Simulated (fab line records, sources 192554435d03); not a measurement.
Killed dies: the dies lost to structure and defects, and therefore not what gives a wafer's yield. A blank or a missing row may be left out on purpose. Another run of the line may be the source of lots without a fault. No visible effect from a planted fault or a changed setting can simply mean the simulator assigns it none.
A lot that was struck, set against a sound lot    flow n5-finfet    37 out of 1938 route steps
Sound: wafers L598.2, L598.4, L598.6. Wafers struck: L612.2, L612.5, L612.6. At the end, the cause is stated.
Order at every step that has rows: each side's tool, ch and its chambers, its first start. Under that, the readings that differ: sound wafers    struck wafers    difference of the means    sigmas: that difference in standard deviations of wafers without a fault.
alike: readings whose means differ by less than 2 such deviations, and words and numbers that are the same on both sides. not compared: withheld readings, readings that some wafer has no value for, bounds like >300 that may hide the same value, and numbers for which the record gives no deviation and whose values overlap.
The two part at a step that has a row with sigmas, a row that says differs or no value, or rows on one side only. Numbers that have no deviation but don't overlap get no sigmas and don't part them. A reading that every wafer of one side lacks parts them only if that side has two wafers or more.

first, 10 steps without rows for these wafers: N5_HKMG_FIN_STRIP_69 (strips in N2/H2, time 360 s); N5_HKMG_FIN_ALD_21 (deposits TiN, target thk 1.5 nm, pulse time 1 s, purge time 3 s); N5_HKMG_FIN_ALD_72 (deposits W, target thk 2 nm, pulse time 1 s, purge time 2 s); N5_HKMG_FIN_W_FILL_22 (material W, target thk 60 nm, time 18.2 s); N5_HKMG_FIN_PRECLEAN_83 (cleans in DIW, time 57.5 s); N5_HKMG_FIN_SRD_84 (dry time 32 s); N5_HKMG_FIN_CMP_23 (polishes, stops on SiNx, t overpolish 10 s, target thk 46.326 nm); N5_HKMG_FIN_CMP_94 (polishes, stops on SiNx, t overpolish 4.7 s, target thk 43.299 nm); N5_GATE_CUT_ETCHBACK_00 (etches W in SF6/Cl2); N5_GATE_CUT_ETCH_56 (etches TiN in Cl2/Ar, target depth 21.6 nm).
N5_GATE_CUT_ETCHBACK_30: etches TiN in Cl2/Ar, target depth 3 nm.
  sound on rie-metal-03 ch 0,1, day 6 07:46; struck on rie-metal-02 ch 0,1, day 9 13:53
reading                sound           struck          difference  sigmas
oes-product-au (a.u.)  0.64 0.58 0.58  0.79 0.79 0.68  +0.15       +2
  alike: drypump-motor-current-A, throttle-valve-pct
  not compared: rf-hours-counter-h
then, 25 steps without rows for these wafers: N5_GATE_CUT_VAPOR_ETCH_60 (etches HfO2 in BCl3/Cl2); N5_GATE_CUT_ETCH_58 (etches SiNx in CH3F/O2, target depth 17 nm, time 128.6 s); N5_GATE_CUT_STRIP_59 (strips in N2/H2, time 20 s); N5_GATE_CUT_PRECLEAN_31 (cleans in DIW, time 300 s); N5_GATE_CUT_SRD_32 (time 30 s); N5_GATE_CUT_SAC_CAP_01 (material SiNx, target thk 24 nm, pulse time 1 s, ald cycles 480); N5_GATE_CUT_PECVD_57 (deposits SiNx from SiH4/NH3/N2, target thk 21 nm); N5_GATE_CUT_CMP_02 (polishes, stops on SiO2, t overpolish 12.7 s, target thk 0 nm); N5_GATE_CUT_HM_DEP_46 (deposits SiO2 from TEOS/O2, target thk 130 nm, time 26.6 s); N5_GATE_CUT_COAT_34 (time 60 s, resist thk 60 nm); N5_GATE_CUT_COAT_35 (time 60 s, resist thk 10 nm); N5_GATE_CUT_COAT_27 (time 60 s, resist thk 10 nm); N5_GATE_CUT_COAT_07 (resist thk 30 nm); N5_GATE_CUT_EBR_09; N5_GATE_CUT_SOFTBAKE_08 (time 60 s); N5_GATE_CUT_EXPOSE_10 (exposes mask GATE CUT, target cd 20 nm); N5_GATE_CUT_PEB_11 (peb time 60 s); N5_GATE_CUT_DEVELOP_12 (develop time 30 s); N5_GATE_CUT_DESCUM_18 (chemistry O2, time 7 s); N5_GATE_CUT_ETCH_28 (etches underlayer in N2/H2, target depth 13 nm, time 10.4 s); N5_GATE_CUT_ETCH_36 (etches SiARC in CF4, target depth 13 nm, time 21.7 s); N5_GATE_CUT_ETCH_37 (etches SOC in N2/H2, target depth 60 nm, overetch 12 nm, time 90 s); N5_GATE_CUT_STRIP_38 (strips in N2/H2); N5_GATE_CUT_STRIP_39 (strips in N2/H2); N5_GATE_CUT_HM_OPEN_40 (chemistry C4F6/O2, target SiO2, target depth 139 nm, time 85.1 s).
-- record jumps: 8 days separate the struck wafers' starts on either side; left off in module GATE_CUT, taken up again in module PASSIVATION, whose first shown step is the route's number 1936 --
N5_PASSIVATION_PROBE_49:
  rows exist in the record for the struck wafers here (prober-02, day 17 22:26), but not for the sound ones

## WHERE THEY PART
At N5_GATE_CUT_ETCHBACK_30 first; at N5_PASSIVATION_PROBE_49 last (within this record only).

WHY: the cause the simulator had injected
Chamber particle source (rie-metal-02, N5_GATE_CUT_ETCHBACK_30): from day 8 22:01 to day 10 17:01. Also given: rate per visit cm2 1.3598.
